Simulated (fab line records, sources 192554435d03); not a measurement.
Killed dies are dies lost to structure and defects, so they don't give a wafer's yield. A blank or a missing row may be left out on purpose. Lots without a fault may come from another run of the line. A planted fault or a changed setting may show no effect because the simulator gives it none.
One fault seen from 3 desks | flow n5_finfet | each desk has only its own numbers; what lay behind them comes last

THE METROLOGY DESK
What the gauges read, lot by lot, whatever tool the lot ran on: means of the sampled wafers that have a number. A lot is out of limits, marked OUT, if its mean lies more than 4 standard deviations from the usual mean; the brackets give that distance.
Columns: A = M7_THK at N5_BEOL_M7_THK_MEAS_53, usual 78.8 nm; B = M7_RS at N5_BEOL_M7_RS_MEAS_57, usual 0.289 ohm/sq; C = M8_ILD_THK at N5_BEOL_M8_THK_MEAS_01, usual 156.1 nm; D = cd_nm at N5_BEOL_M8_CD_MEAS_11, usual 38.3 nm; E = M8_OVL at N5_BEOL_M8_OVL_MEAS_12, usual -0.3 nm
lot  | first seen here | A    | B     | C     | D    | E
L942 | day 11 21:47    | 79.2 | 0.286 | 157.1 | 38.8 | 0.0
L952 | day 14 11:41    | 81.2 | 0.277 | 158.2 | 37.7 | 0.2
L954 | day 14 14:58    | 79.7 | 0.284 | 156.8 | 39.3 | -0.4
L951 | day 14 21:23    | 75.0 | 0.305 | 157.4 | 38.1 | -0.2
L956 | day 14 23:29    | 77.3 | 0.293 | 154.6 | 37.6 | -0.9
L957 | day 15 15:51    | 77.1 | 0.296 | 156.5 | 38.5 | -0.8
This desk's finding: nothing out of limits on any of the 6 lots.

THE DEFECT DESK
What the inspections along the route counted, lot by lot: means of the sampled wafers that have a number. A lot is out of limits, marked OUT, if its mean lies more than 4 standard deviations from the usual mean; the brackets give that distance.
Columns: A = raw_defect_count at N5_BEOL_M7_INSPECT_58, usual 70; B = raw_defect_count at N5_BEOL_M8_INSPECT_13, usual 425
lot  | first seen here | A  | B
L942 | day 11 21:57    | 67 | 503
L952 | day 14 11:51    | 64 | 357
L954 | day 14 15:07    | 41 | 361
L951 | day 14 21:36    | 97 | 512
L956 | day 14 23:38    | 37 | 267
L957 | day 15 16:01    | 85 | 365
This desk's finding: nothing out of limits on any of the 6 lots.

THE TOOL OWNER'S DESK: litho_track-01
The tool's own readings at N5_BEOL_M8_COAT_05 (resist thk 90 nm): means of the sampled wafers that have a number, for each lot that ran on this tool. A lot is out of limits, marked OUT, if its mean lies more than 4 standard deviations from the usual mean; the brackets give that distance.
Columns: A = exhaust_pa at N5_BEOL_M8_COAT_05, usual 45.1 Pa; B = spin_speed_rpm at N5_BEOL_M8_COAT_05, usual 1500.0 rpm
lot  | first seen here | A    | B
L942 | day 11 23:01    | 46.0 | 1500.1
L952 | day 14 13:43    | 45.8 | 1425.6 (-78) OUT
L951 | day 14 23:11    | 45.5 | 1425.6 (-78) OUT
This desk's finding: out of limits on L951, L952; first on L952, day 14 13:43 (spin_speed_rpm at N5_BEOL_M8_COAT_05). In limits: L942.

PUT TOGETHER
The tool owner's desk could have raised an alarm at day 14 13:43, on L951, L952.
The metrology desk saw nothing out of limits.
The defect desk saw nothing out of limits.
The metrology desk has L951, L952 on record, within its limits.
The defect desk has L951, L952 on record, within its limits.
Of the lots named, all ran N5_BEOL_M8_COAT_05 on litho_track-01.

WHAT THE SIMULATOR HAD PUT IN
Process parameter drift: litho_track-01, from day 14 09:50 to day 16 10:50, at N5_BEOL_M8_COAT_05. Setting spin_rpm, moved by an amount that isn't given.
Lots struck among those shown: L951, L952.
Hours from the fault's start to each desk's first reading out of limits: the tool owner's desk, 4.
